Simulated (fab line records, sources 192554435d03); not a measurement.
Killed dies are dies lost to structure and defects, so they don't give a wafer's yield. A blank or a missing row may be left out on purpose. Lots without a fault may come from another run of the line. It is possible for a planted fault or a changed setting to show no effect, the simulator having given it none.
Problem report, 8D (eight disciplines) form, completed by code || flow n5Finfet || the parts of the form that need people (team, actions taken, sign-off) are left out

1. THE PROBLEM
Wafers without a fault read 240.3 nm, standard deviation 0.87; cdNm at N5_SD_EPI_P_CD_MEAS_09 reads a mean of 231.6 nm on 6 wafers belonging to 2 lots. That is -10 standard deviations from the usual mean.
The step: target cd 240 nm.
First seen on wafer L579.3, day 7 03:41, on cdSem-03. The record has a number at this step for 27 wafers belonging to 9 lots. By rule, "out" or "out of limits" means more than 4 standard deviations away from the usual mean. The rest of the wafers with a number are treated as sound.

2. WHAT IT IS, WHAT IT ISN'T
{"question": "which readings at this step", "is": "cdNm", "is not": "-"}
{"question": "which lots", "is": "L579, L580", "is not": "L564, L566, L570, L576, L582, L584, L585"}
{"question": "which wafers of those lots", "is": "all that have a number", "is not": "-"}
{"question": "read on which gauges", "is": "cdSem-03", "is not": "cdSem-01, cdSem-02"}
{"question": "when", "is": "from day 7 03:41", "is not": "up to then (12 sound wafers); but 9 sound wafers of L582, L584, L585 came after"}

3. SUSPECTS, AND WHAT RULES EACH OUT
Counting: a tool stays on the suspect list if, at a process step up to the reading, it processed all lots that are out and no sound lot following the first of them.
- ruled out: the gauge at N5_SD_EPI_P_CD_MEAS_09. All the wafers that are out were read on cdSem-03, but those of them that N5_SD_EPI_P_EXPOSE_06 has rows for are out there too, on other tools.
- arfiScanner-03 at N5_SD_EPI_P_EXPOSE_06 (exposes mask SD P BLK, target cd 240 nm): kept. It processed each lot that is out, first L579 at day 7 03:34, and no sound lot thereafter; up to then, the last sound lot it processed was L576 at day 6 15:26. On those wafers its own readings are out: exposureDoseMJCm2.
After counting, what remains is arfiScanner-03 at N5_SD_EPI_P_EXPOSE_06.

4. THE CAUSE (what the simulator had put in)
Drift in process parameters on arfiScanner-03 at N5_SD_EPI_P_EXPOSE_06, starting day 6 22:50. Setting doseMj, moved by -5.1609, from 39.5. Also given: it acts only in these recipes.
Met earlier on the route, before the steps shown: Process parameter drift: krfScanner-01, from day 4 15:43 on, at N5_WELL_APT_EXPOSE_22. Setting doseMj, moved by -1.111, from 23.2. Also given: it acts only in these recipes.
This tool alone remained once counting was done.

5. THE CHAIN OF EFFECTS, in route order
Rows list readings where the struck wafers' mean (over those with a number) sits beyond 3 standard deviations from the usual. Scope: only readings with a usual standard deviation given in the record; hours: median across lots of the time from each lot's start at the first step in this table that gives one to its start at this step; sigmas: change in usual standard deviations.
{"hours": 0, "step": "N5_SD_EPI_P_EXPOSE_06", "reading": "exposureDoseMJCm2", "usual": 39.47, "on struck wafers": 34.80, "change": -4.66, "sigmas": -97}
{"hours": 0, "step": "N5_SD_EPI_P_CD_MEAS_09", "reading": "cdNm", "usual": "240.3 nm", "on struck wafers": 231.6, "change": -8.7, "sigmas": -10}
Here are the process steps it includes:
- N5_SD_EPI_P_EXPOSE_06: exposes mask SD P BLK, target cd 240 nm.
At these later measuring or inspecting steps, every struck wafer for which the step has a row has a number for every such reading, and none has moved that far: N5_SD_EPI_P_OVL_MEAS_10, N5_BEOL_M4_RC_MEAS_101.

6. WHAT WOULD HAVE CAUGHT IT SOONER
5 hours passed between the start of the fault at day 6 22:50 and the first reading out of limits at a measuring or inspecting step in this record, taken at day 7 03:41.
At N5_SD_EPI_P_EXPOSE_06, the tool's own readings (exposureDoseMJCm2) were out on each struck wafer the step has a row for, so an alarm limit on them would have fired on the first such wafer.
Among the 2 lots that are out, L580 began N5_SD_EPI_P_EXPOSE_06 on arfiScanner-03 after day 7 03:41. A tool hold placed at that time would have kept it from harm.
